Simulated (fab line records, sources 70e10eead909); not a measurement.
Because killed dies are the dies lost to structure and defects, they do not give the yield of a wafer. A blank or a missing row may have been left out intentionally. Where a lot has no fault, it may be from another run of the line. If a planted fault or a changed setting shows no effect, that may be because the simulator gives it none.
What tool caused it? / flow nand-harc / 21 wafers from 7 lots sampled at 5 of the route's 1302 steps

== WHAT THE GAUGES SHOWED, per wafer ==
NHARC_END_SORT_01.
lot=L442; measured=day 29 22:07; on=prober-01; killed-at-array=55 36 39

== WHAT TOOL EACH LOT RAN ON (gives the tool, then ch and the chambers of the sampled wafers, and finally the start) ==
lot=L431; NHARC_P_GATE_STRIP_113=plasma-asher-02 ch 0,1, day 6 10:43; NHARC_P_GATE_STRIP_95=plasma-asher-02 ch 0,1, day 6 11:13; NHARC_P_GATE_DEGAS_109=pvd-sputter-02, day 6 12:04; NHARC_P_CONTACT_CMP_01=cmp-04 ch 1,2, day 6 13:49
lot=L433; NHARC_P_GATE_STRIP_113=plasma-asher-02 ch 0,1, day 7 11:14; NHARC_P_GATE_STRIP_95=plasma-asher-02 ch 0,1, day 7 11:56; NHARC_P_GATE_DEGAS_109=pvd-sputter-01, day 7 12:49; NHARC_P_CONTACT_CMP_01=cmp-04 ch 0,2,3, day 7 14:34
lot=L442; NHARC_P_GATE_STRIP_113=plasma-asher-02 ch 0,1, day 11 00:52; NHARC_P_GATE_STRIP_95=plasma-asher-02 ch 0,1, day 11 01:35; NHARC_P_GATE_DEGAS_109=pvd-sputter-03, day 11 02:28; NHARC_P_CONTACT_CMP_01=cmp-02 ch 1,2,3, day 11 04:13
lot=L445; NHARC_P_GATE_STRIP_113=plasma-asher-01 ch 0,1, day 12 08:16; NHARC_P_GATE_STRIP_95=plasma-asher-01 ch 0,1, day 12 08:59; NHARC_P_GATE_DEGAS_109=pvd-sputter-03, day 12 09:51; NHARC_P_CONTACT_CMP_01=cmp-02 ch 0,1,3, day 12 11:56
lot=L448; NHARC_P_GATE_STRIP_113=plasma-asher-02 ch 0,1, day 13 20:03; NHARC_P_GATE_STRIP_95=plasma-asher-02 ch 0,1, day 13 20:27; NHARC_P_GATE_DEGAS_109=pvd-sputter-03, day 13 21:18; NHARC_P_CONTACT_CMP_01=cmp-02 ch 0,1,3, day 13 23:06
lot=L450; NHARC_P_GATE_STRIP_113=plasma-asher-02 ch 0,1, day 14 14:16; NHARC_P_GATE_STRIP_95=plasma-asher-02 ch 0,1, day 14 14:58; NHARC_P_GATE_DEGAS_109=pvd-sputter-03, day 14 15:50; NHARC_P_CONTACT_CMP_01=cmp-01 ch 1,2, day 14 17:43
lot=L452; NHARC_P_GATE_STRIP_113=plasma-asher-02 ch 0,1, day 15 04:28; NHARC_P_GATE_STRIP_95=plasma-asher-02 ch 0,1, day 15 05:11; NHARC_P_GATE_DEGAS_109=pvd-sputter-02, day 15 06:04; NHARC_P_CONTACT_CMP_01=cmp-01 ch 2,3, day 15 07:58
- NHARC_P_GATE_STRIP_113: strips in N2/H2, time 740 s.
- NHARC_P_GATE_STRIP_95: strips in O2.
- NHARC_P_GATE_DEGAS_109: time 60 s.
- NHARC_P_CONTACT_CMP_01: polishes SiO2, target thk 200 nm.

== THE ANSWER, worked out from the rows above alone ==
Rule: the lots themselves supply what counts as usual. Put in order of their means at a reading, lots are off if they are a third of the lots or fewer, leave a main group of 4 or more, and stand apart from it by a gap of 3 or more times the standard deviation of the main group's means; of several such gaps the widest counts. If all means in a main group match to the digits the tables above print for the reading, that group is not used. Also off: a lot with no number at a reading for which 4 or more lots have one. Where the step has rows for the other lots, those lots are counted as sound.
Across all readings shown, no lot is off: no conclusion can be drawn from this.

== WHAT THE SIMULATOR HAD PUT IN ==
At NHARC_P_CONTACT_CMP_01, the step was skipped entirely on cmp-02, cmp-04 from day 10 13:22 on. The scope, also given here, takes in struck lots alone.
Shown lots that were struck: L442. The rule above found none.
